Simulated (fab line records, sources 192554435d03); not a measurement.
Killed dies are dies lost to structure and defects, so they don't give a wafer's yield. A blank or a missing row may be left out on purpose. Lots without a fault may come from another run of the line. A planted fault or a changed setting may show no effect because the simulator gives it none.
Chamber matching | flow n5_finfet | N5_BEOL_M12_DESCUM_15 on rie_diel-05: 4 sister chambers
The step chemistry O2, time 7.9 s. 20 wafers are shown with their chamber, then 10 later ones without.

WAFERS WITH THEIR CHAMBER
wafer  | chamber | throttle_valve_pct (%) | showerhead_plenum_p_Torr (Torr) | drypump_motor_current_A (A)
L076.3 | 1       | 20.06                  | 2.12                            | 5.9
L076.4 | 0       | 20.47                  | 2.17                            | 5.7
L076.6 | 3       | 20.61                  | 2.03                            | 5.6
L079.2 | 3       | 20.62                  | 2.03                            | 5.6
L079.3 | 2       | 20.22                  | 2.06                            | 5.8
L079.5 | 0       | 20.47                  | 2.17                            | 5.7
L082.2 | 1       | 20.10                  | 2.11                            | 5.9
L082.3 | 3       | 20.62                  | 2.03                            | 5.6
L082.5 | 1       | 20.07                  | 2.11                            | 5.9
L085.2 | 3       | 20.63                  | 2.02                            | 5.6
L085.3 | 0       | 20.50                  | 2.16                            | 5.7
L085.4 | 2       | 20.24                  | 2.05                            | 5.9
L088.1 | 1       | 20.09                  | 2.11                            | 5.9
L088.2 | 0       | 20.50                  | 2.16                            | 5.7
L088.5 | 0       | 20.49                  | 2.16                            | 5.7
L087.2 | 0       | 20.51                  | 2.16                            | 5.7
L087.4 | 2       | 20.24                  | 2.05                            | 5.8
L087.5 | 1       | 20.10                  | 2.11                            | 5.9
L089.3 | 2       | 20.24                  | 2.05                            | 5.8
L089.4 | 1       | 20.10                  | 2.11                            | 5.9

SIGNATURES (means of the wafers above)
reading                  | chamber 0 | chamber 1 | chamber 2 | chamber 3 | scatter within a chamber
throttle_valve_pct       | 20.4900   | 20.0867   | 20.2350   | 20.6200   | 0.0146
showerhead_plenum_p_Torr | 2.1633    | 2.1117    | 2.0525    | 2.0275    | 0.00479
drypump_motor_current_A  | 5.700     | 5.900     | 5.825     | 5.600     | 0.0217
Rule: a wafer's distance from a chamber is the root of the sum, over the readings, of the square of ((its reading less the chamber's mean) divided by the reading's scatter). The wafer belongs to the nearest chamber; if the next one is less than 2 further off, it can't be placed. The scatter: the root of (the sum of the squares of (reading less its chamber's mean) over the shown wafers, divided by (wafers less chambers)).

WAFERS WITHOUT THEIR CHAMBER
wafer  | throttle_valve_pct (%) | showerhead_plenum_p_Torr (Torr) | drypump_motor_current_A (A)
L089.5 | 20.49                  | 2.16                            | 5.7
L091.1 | 20.64                  | 2.02                            | 5.7
L091.2 | 20.51                  | 2.16                            | 5.7
L091.4 | 20.11                  | 2.11                            | 5.9
L093.1 | 20.28                  | 2.05                            | 5.8
L093.4 | 20.52                  | 2.15                            | 5.7
L093.5 | 20.12                  | 2.11                            | 5.9
L094.1 | 20.65                  | 2.02                            | 5.7
L094.2 | 20.52                  | 2.15                            | 5.7
L094.3 | 20.27                  | 2.05                            | 5.8

WHICH CHAMBER EACH WENT THROUGH
wafer  | from the rows above | in truth
L089.5 | 0                   | 0
L091.1 | 3                   | 3
L091.2 | 0                   | 0
L091.4 | 1                   | 1
L093.1 | 2                   | 2
L093.4 | 0                   | 0
L093.5 | 1                   | 1
L094.1 | 3                   | 3
L094.2 | 0                   | 0
L094.3 | 2                   | 2
Placed correctly: 10 of 10. Can't be placed from these rows: 0. Placed wrongly: 0.
